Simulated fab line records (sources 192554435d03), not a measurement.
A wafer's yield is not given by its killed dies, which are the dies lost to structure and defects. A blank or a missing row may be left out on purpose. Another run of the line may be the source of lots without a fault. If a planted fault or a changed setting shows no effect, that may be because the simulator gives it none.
Chamber matching | flow n5_finfet | N5_BEOL_M8_PECVD_70 on pecvd-04: 3 sister chambers
The step deposits SiO2 from TEOS/O2, target thk 20 nm, time 22.7 s. 27 wafers are shown with their chamber, then 12 later ones without.

## WAFERS, EACH WITH ITS CHAMBER
wafer  | chamber | throttle_valve_pct (%) | showerhead_plenum_p_Torr (Torr) | heater_power_w (W)
L074.1 | 1       | 21.3                   | 8.79                            | 705
L074.4 | 2       | 22.8                   | 8.76                            | 773
L074.6 | 1       | 21.3                   | 8.77                            | 686
L075.1 | 0       | 23.0                   | 8.83                            | 637
L075.4 | 2       | 23.2                   | 8.76                            | 773
L075.5 | 0       | 23.1                   | 8.84                            | 641
L079.4 | 0       | 23.1                   | 8.85                            | 702
L079.5 | 2       | 23.2                   | 8.74                            | 814
L079.6 | 1       | 21.2                   | 8.78                            | 630
L080.2 | 0       | 23.1                   | 8.85                            | 708
L080.3 | 1       | 21.3                   | 8.78                            | 615
L080.6 | 2       | 23.2                   | 8.71                            | 704
L086.1 | 1       | 21.4                   | 8.79                            | 597
L086.4 | 2       | 23.4                   | 8.72                            | 757
L086.5 | 1       | 21.2                   | 8.79                            | 619
L089.1 | 2       | 23.2                   | 8.74                            | 746
L089.2 | 0       | 22.9                   | 8.84                            | 718
L089.3 | 1       | 21.3                   | 8.78                            | 744
L089.4 | 2       | 23.5                   | 8.73                            | 752
L089.5 | 1       | 21.1                   | 8.77                            | 719
L089.6 | 0       | 23.0                   | 8.81                            | 710
L088.1 | 1       | 21.4                   | 8.79                            | 629
L088.4 | 0       | 22.9                   | 8.86                            | 680
L088.6 | 1       | 21.1                   | 8.75                            | 621
L091.2 | 2       | 23.5                   | 8.74                            | 763
L091.3 | 1       | 21.1                   | 8.80                            | 730
L091.4 | 1       | 21.4                   | 8.78                            | 724

SIGNATURES (means of the wafers above)
reading                  | chamber 0 | chamber 1 | chamber 2 | scatter within a chamber
throttle_valve_pct       | 23.014    | 21.258    | 23.250    | 0.152
showerhead_plenum_p_Torr | 8.8400    | 8.7808    | 8.7375    | 0.0153
heater_power_w           | 685.14    | 668.25    | 760.25    | 43.8
Rule: for each reading, subtract the chamber's mean from the wafer's reading, divide by that reading's scatter and square the result; add these up over the readings and take the root, which gives the wafer's distance from the chamber. The wafer belongs to the nearest chamber; if the next one is less than 2 further off, it can't be placed. The scatter: take each reading less its chamber's mean, square it, sum over the shown wafers, divide by the number of wafers less the number of chambers, and take the root.

## WAFERS WITH NO CHAMBER GIVEN
wafer  | throttle_valve_pct (%) | showerhead_plenum_p_Torr (Torr) | heater_power_w (W)
L092.2 | 23.4                   | 8.74                            | 656
L092.4 | 21.4                   | 8.77                            | 623
L092.5 | 22.9                   | 8.84                            | 715
L093.2 | 23.0                   | 8.85                            | 684
L093.3 | 21.3                   | 8.80                            | 697
L093.4 | 21.4                   | 8.77                            | 696
L095.1 | 21.1                   | 8.79                            | 650
L095.3 | 23.4                   | 8.73                            | 798
L095.6 | 23.0                   | 8.83                            | 722
L097.1 | 23.4                   | 8.72                            | 745
L097.2 | 21.1                   | 8.78                            | 620
L097.5 | 23.1                   | 8.84                            | 724

## CHAMBER TAKEN BY EACH
wafer  | from the rows above | in truth
L092.2 | 2                   | 2
L092.4 | 1                   | 1
L092.5 | 0                   | 0
L093.2 | 0                   | 0
L093.3 | 1                   | 1
L093.4 | 1                   | 1
L095.1 | 1                   | 1
L095.3 | 2                   | 2
L095.6 | 0                   | 0
L097.1 | 2                   | 2
L097.2 | 1                   | 1
L097.5 | 0                   | 0
Correct placement for 12 of the 12. From these rows, 0 cannot be placed. Placed wrongly: 0.
